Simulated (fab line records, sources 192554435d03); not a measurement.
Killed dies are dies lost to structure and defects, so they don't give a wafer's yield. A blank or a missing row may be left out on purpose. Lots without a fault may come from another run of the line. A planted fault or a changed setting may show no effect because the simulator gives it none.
Which tool did it? | flow n5_finfet | 9 lots, 26 wafers sampled, at 6 steps of a route of 1938

WHAT THE GAUGES READ, wafer by wafer
N5_BEOL_M4_RC_MEAS_101. Usual: DIBL_N 37.2 mV/V, standard deviation 1.8; DIBL_P 37.5 mV/V, standard deviation 2.5; IOFF_N 0.17 nA/um, standard deviation 0.038; IOFF_P 0.24 nA/um, standard deviation 0.046; ION_N 681 uA/um, standard deviation 13; ION_P 469 uA/um, standard deviation 8.5; SS_N 71.7 mV/dec, standard deviation 0.6; SS_P 73.6 mV/dec, standard deviation 0.69; VT_N 249 mV, standard deviation 3.4; VT_P -248 mV, standard deviation 3.6.
lot  | measured     | on        | DIBL_N (mV/V)  | DIBL_P (mV/V)  | IOFF_N (nA/um) | IOFF_P (nA/um) | ION_N (uA/um) | ION_P (uA/um) | SS_N (mV/dec)  | SS_P (mV/dec)  | VT_N (mV)   | VT_P (mV)      | flag
L944 | day 8 19:02  | prober-01 | 36.3 38.8 39.1 | 38.2 41.6 42.1 | 0.15 0.20 0.21 | 0.24 0.31 0.31 | 671 689 699   | 469 476 483   | 72.0 72.7 73.4 | 74.3 73.8 75.4 | 252 247 247 | -246 -241 -244 |
L946 | day 8 21:31  | prober-02 | 36.7 37.9 40.3 | 36.6 37.4 40.6 | 0.16 0.17 0.22 | 0.24 0.26 0.33 | 676 683 685   | 470 478 479   | 72.1 71.4 73.2 | 73.6 73.4 75.0 | 251 247 244 | -246 -243 -242 |
L947 | day 9 13:37  | prober-01 | 40.1 33.7      | 41.0 32.9      | 0.24 0.11      | 0.39 0.21      | 707 665       | 491 469       | 72.4 70.6      | 75.2 73.3      | 242 255     | -239 -247      |
L949 | day 9 15:11  | prober-01 | 36.2 39.7 35.6 | 34.9 37.8 34.2 | 0.14 0.18 0.13 | 0.18 0.23 0.18 | 685 669 669   | 470 459 460   | 70.5 71.6 71.5 | 73.3 73.9 73.2 | 251 249 250 | -253 -250 -253 |
L956 | day 11 14:37 | prober-01 | 37.1 37.5 36.6 | 37.0 36.9 36.5 | 0.17 0.17 0.15 | 0.25 0.23 0.23 | 683 666 664   | 470 462 459   | 72.0 72.2 72.2 | 74.0 73.9 74.0 | 250 249 253 | -248 -252 -248 |
L959 | day 12 05:27 | prober-01 | 34.8 34.9 36.9 | 36.4 35.9 38.6 | 0.14 0.14 0.18 | 0.19 0.19 0.25 | 661 652 671   | 455 452 465   | 71.1 71.2 71.7 | 73.7 73.2 73.7 | 252 251 250 | -253 -251 -248 |
L960 | day 12 23:43 | prober-02 | 35.5 35.7 39.6 | 36.0 36.7 41.4 | 0.13 0.14 0.23 | 0.16 0.18 0.26 | 670 675 691   | 450 457 468   | 71.8 71.1 71.7 | 72.4 73.8 74.1 | 250 252 244 | -257 -254 -249 |
L964 | day 13 07:25 | prober-01 | 36.3 38.2 33.9 | 36.7 38.6 33.7 | 0.16 0.20 0.13 | 0.23 0.26 0.19 | 683 699 671   | 468 476 461   | 71.2 72.2 71.0 | 73.2 73.8 73.2 | 248 248 252 | -248 -248 -251 |
L965 | day 13 10:23 | prober-02 | 36.8 37.9 37.2 | 36.5 38.9 37.1 | 0.16 0.18 0.15 | 0.23 0.25 0.23 | 674 683 671   | 467 465 462   | 72.0 71.8 72.8 | 72.8 73.7 73.4 | 250 247 253 | -247 -248 -248 |

WHICH TOOL RAN EACH LOT (tool, then ch and the chambers of the sampled wafers, then the start)
lot  | N5_BEOL_M0_SAQP_PECVD_96       | N5_BEOL_M0_SAQP_SPACER1_ALD_98    | N5_BEOL_M0_SAQP_ETCH_102         | N5_BEOL_M0_SAQP_MANDREL_ETCH_103 | N5_BEOL_M0_SAQP_RECESS_109
L944 | pecvd-02 ch 0,2, day 6 03:43   | ald_sin-01 ch 0,3, day 6 05:23    | rie_si-06 ch 0,2,3, day 6 06:13  | rie_si-06 ch 0,2,3, day 6 06:15  | vapor_etch-02 ch 0,1, day 6 06:59
L946 | pecvd-01 ch 0,1,2, day 6 16:46 | ald_sin-01 ch 1,3, day 6 18:27    | rie_si-06 ch 0,1,2, day 6 19:16  | rie_si-06 ch 0,1,2, day 6 19:18  | vapor_etch-01 ch 0,1, day 6 20:01
L947 | pecvd-04 ch 0,1, day 6 19:54   | ald_sin-01 ch 0,3, day 6 21:40    | rie_si-06 ch 0,2, day 6 22:41    | rie_si-06 ch 0,2, day 6 22:43    | vapor_etch-01 ch 1, day 6 23:24
L949 | pecvd-01 ch 0,1,2, day 7 09:55 | ald_sin-04 ch 0,1,2, day 7 11:41  | rie_si-06 ch 0,1,3, day 7 12:46  | rie_si-06 ch 0,1,3, day 7 12:49  | vapor_etch-02 ch 0,1, day 7 13:37
L956 | pecvd-04 ch 0,1,2, day 9 00:34 | ald_sin-01 ch 0,2, day 9 02:51    | rie_si-05 ch 0,1, day 9 03:42    | rie_si-05 ch 0,1, day 9 03:44    | vapor_etch-02 ch 0,1, day 9 04:32
L959 | pecvd-04 ch 0,1,2, day 9 20:29 | ald_sin-04 ch 1,2, day 9 22:23    | rie_si-05 ch 0,3, day 9 23:13    | rie_si-05 ch 0,3, day 9 23:14    | vapor_etch-01 ch 0,1, day 10 00:02
L960 | pecvd-02 ch 1,2, day 9 23:50   | ald_sin-02 ch 0,1,2, day 10 01:35 | rie_si-05 ch 0,2,3, day 10 02:25 | rie_si-05 ch 0,2,3, day 10 02:26 | vapor_etch-01 ch 0,1, day 10 03:08
L964 | pecvd-01 ch 0,2, day 10 22:17  | ald_sin-02 ch 0,1,3, day 10 23:59 | rie_si-05 ch 0,2,3, day 11 00:49 | rie_si-05 ch 0,2,3, day 11 00:50 | vapor_etch-01 ch 0,1, day 11 01:40
L965 | pecvd-01 ch 0,2, day 11 03:23  | ald_sin-01 ch 0,1,2, day 11 05:26 | rie_si-05 ch 0,2,3, day 11 06:16 | rie_si-05 ch 0,2,3, day 11 06:17 | vapor_etch-02 ch 1, day 11 07:01
- N5_BEOL_M0_SAQP_PECVD_96: deposits a-Si from SiH4/He, target thk 45 nm, time 45.2 s.
- N5_BEOL_M0_SAQP_SPACER1_ALD_98: deposits SiO2, target thk 12.8 nm, pulse time 1 s, purge time 2 s.
- N5_BEOL_M0_SAQP_ETCH_102: etches SiO2 in CF4, target depth 4 nm, time 4.4 s.
- N5_BEOL_M0_SAQP_MANDREL_ETCH_103: etches a-Si in HBr/Cl2, stops on SiCN, target depth 45 nm, bt time 10 s, time 27 s.
- N5_BEOL_M0_SAQP_RECESS_109: chemistry HF/NH3, target SiO2, target depth 3 nm, afs cycles 1, sublimation time 60 s.

WHAT THE TOOLS THEMSELVES READ (means of the sampled wafers that have a number; where no wafer has one, the mark that the record gives instead)
N5_BEOL_M0_SAQP_PECVD_96. Usual: heater_power_w 607 W, standard deviation 55; showerhead_plenum_p_Torr 5.66 Torr, standard deviation 0.048; susceptor_temp_C 349.97 C, standard deviation 0.21; throttle_valve_pct 18.2 %, standard deviation 1.1.
lot  | tool     | heater_power_w (W) | showerhead_plenum_p_Torr (Torr) | susceptor_temp_C (C) | throttle_valve_pct (%) | flag
L944 | pecvd-02 | 692                | 5.63                            | 349.98               | 16.9                   |
L946 | pecvd-01 | 596                | 5.64                            | 350.05               | 18.1                   |
L947 | pecvd-04 | 582                | 5.69                            | 349.80               | 19.4                   |
L949 | pecvd-01 | 604                | 5.63                            | 350.19               | 18.2                   |
L956 | pecvd-04 | 543                | 5.68                            | 349.94               | 18.9                   |
L959 | pecvd-04 | 572                | 5.69                            | 350.09               | 19.2                   |
L960 | pecvd-02 | 654                | 5.68                            | 350.09               | 17.0                   |
L964 | pecvd-01 | 621                | 5.61                            | 350.11               | 18.1                   |
L965 | pecvd-01 | 586                | 5.61                            | 349.92               | 18.0                   |

N5_BEOL_M0_SAQP_SPACER1_ALD_98. Usual: heater_power_w 474 W, standard deviation 45; precursor_pulse_height_rel 1.000, standard deviation 0.018; susceptor_temp_C 300.03 C, standard deviation 0.19.
lot  | tool       | heater_power_w (W) | precursor_pulse_height_rel | susceptor_temp_C (C) | flag
L944 | ald_sin-01 | 452                | 1.000                      | 299.86               |
L946 | ald_sin-01 | 457                | 1.001                      | 300.04               |
L947 | ald_sin-01 | 452                | 1.010                      | 300.18               |
L949 | ald_sin-04 | 515                | 0.998                      | 300.16               |
L956 | ald_sin-01 | 445                | 1.002                      | 299.93               |
L959 | ald_sin-04 | 537                | 1.003                      | 299.98               |
L960 | ald_sin-02 | 442                | 1.001                      | 300.19               |
L964 | ald_sin-02 | 476                | 1.002                      | 299.93               |
L965 | ald_sin-01 | 453                | 1.003                      | 300.10               |

N5_BEOL_M0_SAQP_ETCH_102. Usual: drypump_motor_current_A 5.8 A, standard deviation 0.45; he_backside_leak_sccm 2.70 sccm, standard deviation 0.28; oes_product_au 1.019 a.u., standard deviation 0.019; throttle_valve_pct 21.85 %, standard deviation 0.2.
lot  | tool      | drypump_motor_current_A (A) | he_backside_leak_sccm (sccm) | oes_product_au (a.u.) | throttle_valve_pct (%) | flag
L944 | rie_si-06 | 5.3                         | 2.60                         | 1.005                 | 21.86                  |
L946 | rie_si-06 | 5.4                         | 3.02                         | 1.018                 | 21.85                  |
L947 | rie_si-06 | 5.3                         | 2.61                         | 1.016                 | 21.92                  |
L949 | rie_si-06 | 5.5                         | 2.85                         | 1.005                 | 21.75                  |
L956 | rie_si-05 | 6.2                         | 2.65                         | 1.032                 | 22.01                  |
L959 | rie_si-05 | 5.7                         | 2.29                         | 1.021                 | 21.82                  |
L960 | rie_si-05 | 5.9                         | 2.54                         | 1.013                 | 21.85                  |
L964 | rie_si-05 | 5.9                         | 2.56                         | 1.021                 | 21.86                  |
L965 | rie_si-05 | 5.9                         | 2.64                         | 1.022                 | 21.86                  |

N5_BEOL_M0_SAQP_MANDREL_ETCH_103. Usual: HBr_flow_sccm 150.0 sccm, standard deviation 0.45; drypump_motor_current_A 5.8 A, standard deviation 0.45; he_backside_leak_sccm 2.72 sccm, standard deviation 0.29; oes_product_au 0.685 a.u., standard deviation 0.013; throttle_valve_pct 35.45 %, standard deviation 0.3.
lot  | tool      | HBr_flow_sccm (sccm) | drypump_motor_current_A (A) | he_backside_leak_sccm (sccm) | oes_product_au (a.u.) | throttle_valve_pct (%) | flag
L944 | rie_si-06 | 150.2                | 5.3                         | 2.62                         | 0.680                 | 35.44                  |
L946 | rie_si-06 | 149.8                | 5.4                         | 2.76                         | 0.692                 | 35.46                  |
L947 | rie_si-06 | 149.9                | 5.3                         | 2.55                         | 0.698                 | 35.59                  |
L949 | rie_si-06 | 149.7                | 5.5                         | 2.83                         | 0.677                 | 35.31                  |
L956 | rie_si-05 | 150.0                | 6.1                         | 2.75                         | 0.681                 | 35.61                  |
L959 | rie_si-05 | 150.2                | 5.7                         | 2.39                         | 0.643                 | 35.64                  | OFF
L960 | rie_si-05 | 150.5                | 6.0                         | 2.57                         | 0.675                 | 35.57                  |
L964 | rie_si-05 | 149.6                | 6.0                         | 2.63                         | 0.676                 | 35.56                  |
L965 | rie_si-05 | 149.6                | 5.9                         | 2.59                         | 0.672                 | 35.56                  |

N5_BEOL_M0_SAQP_RECESS_109. Usual: drypump_motor_current_A 5.94 A, standard deviation 0.22; foreline_p_Torr 0.1280 Torr, standard deviation 0.00033.
lot  | tool          | drypump_motor_current_A (A) | foreline_p_Torr (Torr) | flag
L944 | vapor_etch-02 | 5.94                        | 0.1277                 |
L946 | vapor_etch-01 | 5.99                        | 0.1280                 |
L947 | vapor_etch-01 | 5.64                        | 0.1285                 |
L949 | vapor_etch-02 | 5.95                        | 0.1281                 |
L956 | vapor_etch-02 | 6.05                        | 0.1279                 |
L959 | vapor_etch-01 | 5.82                        | 0.1279                 |
L960 | vapor_etch-01 | 5.83                        | 0.1280                 |
L964 | vapor_etch-01 | 5.81                        | 0.1281                 |
L965 | vapor_etch-02 | 5.82                        | 0.1277                 |

THE ANSWER, worked out from the rows above alone
Rule: a lot is off if the mean of its wafers that have a number lies more than 3 standard deviations from the usual mean. A lot without any number at a reading at which 4 lots or more have one is off too. The other lots that the step has rows for count as sound. The gauges are gone through in route order, then the tools' own readings, and for those a lot's mean is taken as printed above. The first step at which some lot is off is used, and at that step the reading that is off furthest; a lot without a number counts as furthest.
Off: L959, at N5_BEOL_M0_SAQP_MANDREL_ETCH_103 (oes_product_au).
A tool fits if, at that step or a process step before it, it ran every lot that is off, and no sound lot after the first of them. Can't be told from this: 2 tools fit, pecvd-04 at N5_BEOL_M0_SAQP_PECVD_96, ald_sin-04 at N5_BEOL_M0_SAQP_SPACER1_ALD_98.

WHAT THE SIMULATOR HAD PUT IN
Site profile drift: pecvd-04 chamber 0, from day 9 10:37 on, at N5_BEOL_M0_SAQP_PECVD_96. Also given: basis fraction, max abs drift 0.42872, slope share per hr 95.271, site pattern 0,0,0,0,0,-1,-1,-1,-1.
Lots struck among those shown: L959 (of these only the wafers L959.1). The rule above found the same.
